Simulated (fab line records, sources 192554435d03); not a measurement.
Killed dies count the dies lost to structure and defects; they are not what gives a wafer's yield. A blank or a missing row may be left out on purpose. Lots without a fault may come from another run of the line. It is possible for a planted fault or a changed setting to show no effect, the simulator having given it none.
Split-lot trial + flow n5 finfet + 21 wafers read from 7 lots, route of 1938 steps

## ABOUT THE SPLIT
At N5_HKMG_FIN_EXPOSE_46 (exposes mask NDIPOLE), the setting dose mj was moved away from the recipe's 40 on 7 of the 21 wafers read, by -6.1% to +3.7%. For the rest of the wafers, this setting stayed at what the recipe calls for.

## FROM THE SPLIT TO THE READING: what the file shows between them, 2 steps
- N5_HKMG_FIN_PEB_47: peb time 60 s
- N5_HKMG_FIN_DEVELOP_48: develop time 30 s

## THE READING
At N5_HKMG_FIN_CD_MEAS_49: cd nm in nanometres, against a target cd of 202 nm. On this fab line, fault-free wafers typically give 201.7 nm with a standard deviation of 0.54 nm.

| wafer  | tool, chamber at the split | dose mj as run | against the recipe | cd nm, nm | against lot-mates on the recipe |
|--------|----------------------------|----------------|--------------------|-----------|---------------------------------|
| L078.1 | arfi scanner-01, 0         | 40             | recipe             | 202.1     | -                               |
| L078.2 | arfi scanner-01, 0         | 37.57          | -6.1%              | 197.8     | -4.3                            |
| L078.6 | arfi scanner-01, 0         | 37.57          | -6.1%              | 198.2     | -3.9                            |
| L080.1 | arfi scanner-01, 0         | 40             | recipe             | 202.9     | -                               |
| L080.2 | arfi scanner-01, 0         | 40             | recipe             | 203.2     | -                               |
| L080.6 | arfi scanner-01, 0         | 40             | recipe             | 202.3     | -                               |
| L092.1 | arfi scanner-01, 0         | 40             | recipe             | 201.5     | -                               |
| L092.3 | arfi scanner-01, 0         | 40             | recipe             | 200.8     | -                               |
| L092.4 | arfi scanner-01, 0         | 41.24          | +3.1%              | 203.2     | +2.0                            |
| L093.2 | arfi scanner-03, 0         | 41.48          | +3.7%              | 204.2     | +2.8                            |
| L093.5 | arfi scanner-03, 0         | 40             | recipe             | 201.4     | -                               |
| L093.6 | arfi scanner-03, 0         | 41.48          | +3.7%              | 203.6     | +2.2                            |
| L094.3 | arfi scanner-01, 0         | 40             | recipe             | 202.2     | -                               |
| L094.4 | arfi scanner-01, 0         | 40             | recipe             | 201.6     | -                               |
| L094.5 | arfi scanner-01, 0         | 41.06          | +2.6%              | 203.7     | +1.8                            |
| L096.1 | arfi scanner-01, 0         | 40             | recipe             | 201.7     | -                               |
| L096.5 | arfi scanner-01, 0         | 40             | recipe             | 201.4     | -                               |
| L096.6 | arfi scanner-01, 0         | 40             | recipe             | 202.0     | -                               |
| L097.2 | arfi scanner-03, 0         | 40             | recipe             | 200.8     | -                               |
| L097.4 | arfi scanner-03, 0         | 38.97          | -2.6%              | 200.2     | -0.9                            |
| L097.5 | arfi scanner-03, 0         | 40             | recipe             | 201.4     | -                               |

FIT RESULTS
A straight line over all 21 wafers: cd nm changes by +0.604 nm for each +1% of dose mj; r = +0.93; the points scatter about the line by 0.61 nm.
The same after taking each lot's own level away (the mean of its wafers on the recipe; 21 wafers): +0.657 nm for each +1%; r = +0.98; scatter 0.33 nm.
On that fit, the largest move of dose mj shifts the reading by 4 nm.
The lots' own levels span 201.10 to 202.80 nm, that is 3.1 times the standard deviation above.
So the lot-to-lot level changes the slope little: the two slopes agree.
Check: -3.78 nm against its lot-mates is what the line predicts for one of the wafers moved furthest among these (-6.1%) when that wafer is left out of the fit. It came out at -4.3 nm against them.

## THESE WAFERS: OTHER SPLITS
These wafers also went through other splits before the reading. Each is held against what the fit with the lots' levels taken away leaves over:
| other split on the same wafers | wafers away from the commonest value | r with cd nm (lot level and that fit taken away) |
|--------------------------------|--------------------------------------|--------------------------------------------------|
| N5_SD_EPI_P_EPI_21 time s      | 8                                    | -0.31                                            |
| N5_HKMG_FIN_COAT_41 spin rpm   | 5                                    | +0.44                                            |

## THE WHOLE CHAIN: every reading that the file lists as answering this split, in the file's order
| step                   | what it does                                           | reading                                                                | change (the file's fit)               | r (the file's) |
|------------------------|--------------------------------------------------------|------------------------------------------------------------------------|---------------------------------------|----------------|
| N5_HKMG_FIN_CD_MEAS_49 | target cd 202 nm                                       | cd nm                                                                  | +0.647 nm for each +1% of the setting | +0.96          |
| N5_HKMG_FIN_ETCH_54    | etches SiARC in CF4, target depth 45.5 nm, time 75.8 s | HKMG_FIN.cd offset nm (the simulator's own value, which no gauge read) | +0.669 nm for each +1% of the setting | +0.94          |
| N5_HKMG_FIN_ETCH_55    | etches SOC in N2/H2, target depth 240 nm, time 300 s   | HKMG_FIN.cd offset nm (the simulator's own value, which no gauge read) | +0.636 nm for each +1% of the setting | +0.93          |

## THE FILE'S OWN FIT
cd nm changes by +0.647 nm for each +1% of dose mj, r = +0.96.
